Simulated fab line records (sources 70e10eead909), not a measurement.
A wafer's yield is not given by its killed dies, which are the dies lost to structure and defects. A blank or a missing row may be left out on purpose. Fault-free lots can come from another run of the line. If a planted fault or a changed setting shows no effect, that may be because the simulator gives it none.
A lot that was struck, set against a sound lot / flow nand-harc / 14 steps out of a route of 1302
Sound: these wafers, L244.1, L244.2, L244.3. Wafers L240.1, L240.2, L240.4 were the ones struck. The cause is given at the end.
For every step that has rows: the tool of each side, followed by ch and its chambers, followed by its first start. Under that, the readings that differ: sound wafers / struck wafers / difference of the means / sigmas: that difference in standard deviations of wafers without a fault.
alike: words and numbers the same on both sides, and readings whose means are apart by under 2 such deviations; not compared: readings that were withheld, readings missing a value for some wafer, numbers with overlapping values and no deviation given by the record, and bounds like >300 which may hide the same value.
A row with sigmas, a row that says differs or no value, or rows on one side alone: a step with any of these is where the two part. Numbers that have no deviation but don't overlap get no sigmas and don't part them. A reading that every wafer of one side lacks parts them only if that side has two wafers or more.

first, 6 steps without rows for these wafers: NHARC_A_CONTACT_COAT_63 (resist thk 90 nm); NHARC_A_CONTACT_SOFTBAKE_64 (time 55 s); NHARC_A_CONTACT_EBR_65; NHARC_A_CONTACT_EXPOSE_66 (exposes mask A CC 2); NHARC_A_CONTACT_PEB_67 (peb time 65 s); NHARC_A_CONTACT_DEVELOP_68 (develop time 35 s).
NHARC_A_CONTACT_CD_MEAS_69: target cd 300 nm.
  sound on cd-sem-02 ch 0, day 28 15:08; struck on cd-sem-01 ch 0, day 26 23:08
  alike: cd-nm
NHARC_A_CONTACT_OVL_MEAS_70:
  sound on overlay-02 at day 28 15:14; struck on overlay-01 at day 26 23:13
reading=overlay-x-nm (nm); sound=0.6 0.2 0.8; struck=-1.6 -1.2 -1.1; difference=-1.8; sigmas=-2
  alike: overlay-y-nm
NHARC_A_CONTACT_INSPECT_71:
  sound on defect-inspect-01 at day 28 15:16; struck on defect-inspect-02 at day 26 23:15
reading=raw-defect-count; sound=32 28 14; struck=158 137 118; difference=+113; sigmas=+3
NHARC_A_CONTACT_DESCUM_74: chemistry O2, time 3 s.
  sound on rie-diel-02 ch 0,2,3, day 28 15:20; struck on rie-diel-04 ch 0,1,3, day 26 23:19
reading=rf-hours-counter-h (h); sound=24 30 27; struck=11 10 11; difference=-16; sigmas=
  alike: drypump-motor-current-A, oes-product-au, rf-vpp-V, showerhead-plenum-p-Torr, throttle-valve-pct
NHARC_A_CONTACT_ETCH_75: etches the open film in CF4, target depth 39 nm, time 65 s.
  sound on rie-diel-02 ch 0,2,3, day 28 15:25; struck on rie-diel-04 ch 1,2,3, day 26 23:24
reading=rf-hours-counter-h (h); sound=24 27 30; struck=11 10 10; difference=-17; sigmas=
  alike: bias-w, cf4-flow-sccm, drypump-motor-current-A, oes-product-au, rf-vpp-V, showerhead-plenum-p-Torr, throttle-valve-pct
NHARC_A_CONTACT_ETCH_76: etches the open film in N2/H2, target depth 260 nm, time 475.3 s.
  sound on rie-diel-02 ch 1,2,3; struck on rie-diel-04 ch 0,2,3
reading=rf-hours-counter-h (h); sound=27 27 30; struck=11 10 11; difference=-17; sigmas=
  alike: bias-w, chamber-pressure-mTorr, drypump-motor-current-A, oes-product-au, rf-vpp-V, showerhead-plenum-p-Torr, throttle-valve-pct
NHARC_A_CONTACT_ETCH_77: etches the open film in CF4/CHF3, target depth 108.9 nm, time 54.5 s.
  sound on rie-diel-02 ch 0,1,2, day 28 15:51; struck on rie-diel-04 ch 0,1,2, day 26 23:50
  no value came back on the struck wafers for any of 9 readings (bias-w (W), cf4-flow-sccm (sccm) and others); on the sound wafers bias-w (W) reads 198.7 199.9 199.6
NHARC_A_CONTACT_ETCH_78: etches the open film in O2/COS, target depth 5300 nm, time 1378 s.
  sound on rie-diel-02 ch 0,2,3; struck on rie-diel-04 ch 0,2,3
reading=rf-hours-counter-h (h); sound=24 30 28; struck=11 12 11; difference=-16; sigmas=
  alike: bias-w, chamber-pressure-mTorr, drypump-motor-current-A, oes-product-au, rf-vpp-V, showerhead-plenum-p-Torr, throttle-valve-pct

## WHERE THEY PART
Last at NHARC_A_CONTACT_ETCH_77 as far as this record goes, first at NHARC_A_CONTACT_OVL_MEAS_70. Later steps at which nothing parts them and some readings are alike: NHARC_A_CONTACT_ETCH_78.

WHY: whatever the simulator had introduced
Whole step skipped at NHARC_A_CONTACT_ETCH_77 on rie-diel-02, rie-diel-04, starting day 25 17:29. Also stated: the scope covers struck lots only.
